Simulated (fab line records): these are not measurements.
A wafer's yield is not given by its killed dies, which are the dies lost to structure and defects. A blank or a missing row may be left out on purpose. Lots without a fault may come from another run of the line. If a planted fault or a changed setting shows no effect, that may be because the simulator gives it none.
Comparing a struck lot with a sound one + flow n5-finfet + 19 out of 1938 route steps
Sound: the wafers L276.2, L276.4, L276.5. Struck: wafer L281.4 (L281.2, L281.6, from the same lot, were not struck and are left out); the cause is given at the end.
At each step with rows: each side's tool, then ch and its chambers, then its first start. Under that, the readings that differ: sound wafers + struck wafers + difference of the means + sigmas: that difference in standard deviations of wafers without a fault.
alike: a reading whose means differ by less than 2 such deviations, as well as words and numbers matching on both sides. not compared: withheld readings; readings where some wafer has no value; bounds like >300 that might hide an equal value; numbers whose values overlap and for which the record gives no deviation.
The two part at a step that has a row with sigmas, a row that says differs or no value, or rows on one side only. Non-overlapping numbers with no deviation appear without sigmas and do not part them. Lack of a reading on every wafer of one side parts them only where that side has two or more wafers.

N5_BEOL_M3_INSPECT_30: inspects for defects (brightfield).
  struck on defect-inspect-02, day 10 19:10; sound on defect-inspect-01, day 9 08:59
  alike: raw-defect-count
N5_BEOL_M3_DESCUM_33: chemistry O2, time 7 s.
  sound on rie-diel-03 ch 1,2, day 9 09:02; struck on rie-diel-05 ch 0, day 10 19:11
| reading                | sound             | struck | difference | sigmas |
|------------------------|-------------------|--------|------------|--------|
| throttle-valve-pct (%) | 20.34 20.28 20.34 | 20.64  | +0.32      | +2     |
  alike: drypump-motor-current-A, oes-product-au, rf-vpp-V, showerhead-plenum-p-Torr
  not compared: rf-hours-counter-h
then, 1 step without rows for these wafers: N5_BEOL_M3_ETCH_77 (etches underlayer in N2/H2, target depth 6.5 nm, time 5.2 s).
N5_BEOL_M3_ETCH_69: etches SiARC in CF4, target depth 15.6 nm, time 26 s.
  sound on rie-diel-03 ch 1,2, day 9 09:05; struck on rie-diel-05 ch 0, day 10 19:15
| reading                | sound             | struck | difference | sigmas |
|------------------------|-------------------|--------|------------|--------|
| etch-rf-on-time-s (s)  | 25.2 25.3 25.4    | 26.5   | +1.2       | +3     |
| throttle-valve-pct (%) | 15.42 15.49 15.42 | 15.80  | +0.36      | +2     |
  alike: cf4-flow-sccm, drypump-motor-current-A, oes-product-au, rf-vpp-V, showerhead-plenum-p-Torr
  not compared: rf-hours-counter-h
N5_BEOL_M3_ALD_98: deposits SiO2, target thk 2.5 nm, pulse time 1 s, co reactant pulse time 1 s.
  sound on ald-sin-03 ch 0,1,3, day 9 09:10; struck on ald-sin-04 ch 0, day 10 20:27
  alike: heater-power-outer-w, heater-power-w, precursor-pulse-height-rel
then, 4 steps without rows for these wafers: N5_BEOL_M3_ETCHBACK_99 (etches SiO2 in CHF3, target depth 5 nm, time 10.4 s); N5_BEOL_M3_ETCH_70 (etches SOC in N2/H2, target depth 80 nm, overetch 16 nm, time 120 s); N5_BEOL_M3_STRIP_71 (strips in N2/H2); N5_BEOL_M3_STRIP_78 (strips in N2/H2).
N5_BEOL_M3_VIA_ETCH_34: etches the open film in C4F6/O2, target depth 69.4 nm, time 65.9 s.
  sound on rie-diel-04 ch 0,1,3, day 9 21:26; struck on rie-diel-04 ch 3, day 11 04:52
  alike: drypump-motor-current-A, oes-product-au, rf-vpp-V, showerhead-plenum-p-Torr, throttle-valve-pct
  not compared: rf-hours-counter-h
then, 2 steps without rows for these wafers: N5_BEOL_M3_STRIP_83 (strips in C4F6/O2); N5_BEOL_M3_STRIP_36 (strips in N2/H2).
N5_BEOL_M3_TRENCH_ETCH_37: etches SiOC in C4F6/O2, target depth 55.555 nm, time 29.2 s.
  sound on rie-diel-04 ch 0,1,3, day 9 21:32; struck on rie-diel-04 ch 3, day 11 04:58
| reading                             | sound            | struck | difference | sigmas |
|-------------------------------------|------------------|--------|------------|--------|
| oes-product-au (a.u.)               | 0.70 0.84 0.75   | 0.64   | -0.12      | -2     |
| model.BEOL_M3.feature-depth-nm (nm) | 54.6 56.4 55.8   | 47.6   | -8.0       |        |
| model.etch.depth-nm (nm)            | 54.67 56.43 55.8 | 47.57  | -8.06      |        |
  alike: drypump-motor-current-A, rf-vpp-V, showerhead-plenum-p-Torr, throttle-valve-pct
  not compared: rf-hours-counter-h
N5_BEOL_M3_ETCH_41: etches SiCN in CH3F/O2, target depth 29.9 nm, time 52.5 s.
  sound on rie-diel-04 ch 0,1,3; struck on rie-diel-04 ch 3
  alike: drypump-motor-current-A, oes-product-au, rf-vpp-V, showerhead-plenum-p-Torr, throttle-valve-pct
  not compared: rf-hours-counter-h
then, 1 step without rows for these wafers: N5_BEOL_M3_STRIP_97 (strips in N2/H2, time 10 s).
N5_BEOL_M3_OCD_MEAS_38:
  struck on ocd-01, day 11 05:07; sound on ocd-01, day 9 21:41
| reading              | sound          | struck | difference | sigmas |
|----------------------|----------------|--------|------------|--------|
| trench-depth-nm (nm) | 54.4 56.4 55.7 | 46.8   | -8.7       | -10    |
then, 1 step without rows for these wafers: N5_BEOL_M3_HM_STRIP_39 (strips TiN in peroxide tin strip, target depth 25 nm, time 158 s).
N5_BEOL_M4_RC_MEAS_101:
  sound on prober-02 ch 0, day 10 15:51; struck on prober-02 ch 0, day 11 21:48
  alike: DIBL_N, DIBL_P, IOFF_N, IOFF_P, ION_N, ION_P, SS_N, SS_P, VT_N, VT_P
N5_PASSIVATION_PROBE_49:
  sound wafers here have rows in the record (prober-02, day 15 01:55); struck ones have none

== WHERE THEY PART ==
Last at N5_PASSIVATION_PROBE_49 as far as this record goes, first at N5_BEOL_M3_DESCUM_33.

WHY: what had been put in by the simulator
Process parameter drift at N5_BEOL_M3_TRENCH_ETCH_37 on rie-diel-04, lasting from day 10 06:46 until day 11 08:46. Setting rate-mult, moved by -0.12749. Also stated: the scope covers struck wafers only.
